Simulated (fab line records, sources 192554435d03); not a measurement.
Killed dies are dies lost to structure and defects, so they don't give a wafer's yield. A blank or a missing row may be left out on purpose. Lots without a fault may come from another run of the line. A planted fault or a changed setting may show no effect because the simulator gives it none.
Chamber matching | flow n5_finfet | N5_ILD0_ALD_15 on ald_sin-04: 4 sister chambers
The step deposits SiNx, target thk 24 nm, pulse time 1 s, ald cycles 480. 27 wafers are shown with their chamber, then 12 later ones without.

WAFERS WITH THEIR CHAMBER
wafer  | chamber | heater_power_w (W) | precursor_pulse_height_rel
L074.2 | 0       | 858                | 1.002
L074.4 | 0       | 876                | 0.972
L074.5 | 2       | 691                | 1.016
L077.2 | 3       | 896                | 1.002
L077.3 | 1       | 1087               | 1.018
L077.6 | 0       | 866                | 0.990
L078.2 | 1       | 1090               | 0.978
L078.3 | 3       | 871                | 1.011
L078.5 | 1       | 1067               | 0.955
L079.1 | 1       | 1107               | 1.009
L079.4 | 2       | 687                | 0.948
L079.6 | 1       | 1076               | 0.984
L080.2 | 3       | 894                | 1.006
L080.3 | 1       | 1095               | 1.018
L080.6 | 3       | 867                | 0.996
L082.1 | 2       | 683                | 0.980
L082.2 | 1       | 1080               | 1.019
L082.4 | 3       | 884                | 1.053
L084.1 | 2       | 687                | 0.976
L084.5 | 3       | 884                | 1.009
L084.6 | 0       | 884                | 1.001
L086.1 | 2       | 672                | 1.023
L086.3 | 1       | 1126               | 0.962
L086.4 | 3       | 910                | 1.000
L088.1 | 0       | 881                | 0.990
L088.2 | 1       | 1113               | 1.017
L088.6 | 2       | 682                | 1.003

SIGNATURES (means of the wafers above)
reading                    | chamber 0 | chamber 1 | chamber 2 | chamber 3 | scatter within a chamber
heater_power_w             | 873.00    | 1093.44   | 683.67    | 886.57    | 14.6
precursor_pulse_height_rel | 0.99100   | 0.99556   | 0.99100   | 1.01100   | 0.023
Rule: a wafer's distance from a chamber is the root of the sum, over the readings, of the square of ((its reading less the chamber's mean) divided by the reading's scatter). The wafer belongs to the nearest chamber; if the next one is less than 2 further off, it can't be placed. The scatter: the root of (the sum of the squares of (reading less its chamber's mean) over the shown wafers, divided by (wafers less chambers)).

WAFERS WITHOUT THEIR CHAMBER
wafer  | heater_power_w (W) | precursor_pulse_height_rel
L094.1 | 889                | 1.007
L094.5 | 894                | 1.010
L094.6 | 903                | 0.985
L095.2 | 877                | 1.023
L095.3 | 875                | 1.031
L095.5 | 1092               | 1.022
L096.1 | 895                | 0.998
L096.2 | 880                | 0.984
L096.5 | 896                | 1.003
L097.2 | 686                | 1.017
L097.3 | 885                | 1.007
L097.6 | 876                | 1.015

WHICH CHAMBER EACH WENT THROUGH
wafer  | from the rows above     | in truth
L094.1 | can't be placed: 3 or 0 | 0
L094.5 | can't be placed: 3 or 0 | 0
L094.6 | can't be placed: 3 or 0 | 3
L095.2 | can't be placed: 3 or 0 | 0
L095.3 | can't be placed: 3 or 0 | 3
L095.5 | 1                       | 1
L096.1 | can't be placed: 3 or 0 | 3
L096.2 | can't be placed: 0 or 3 | 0
L096.5 | can't be placed: 3 or 0 | 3
L097.2 | 2                       | 2
L097.3 | can't be placed: 3 or 0 | 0
L097.6 | can't be placed: 3 or 0 | 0
Placed correctly: 2 of 12. Can't be placed from these rows: 10 (the true chamber is among the candidates in 10). Placed wrongly: 0.
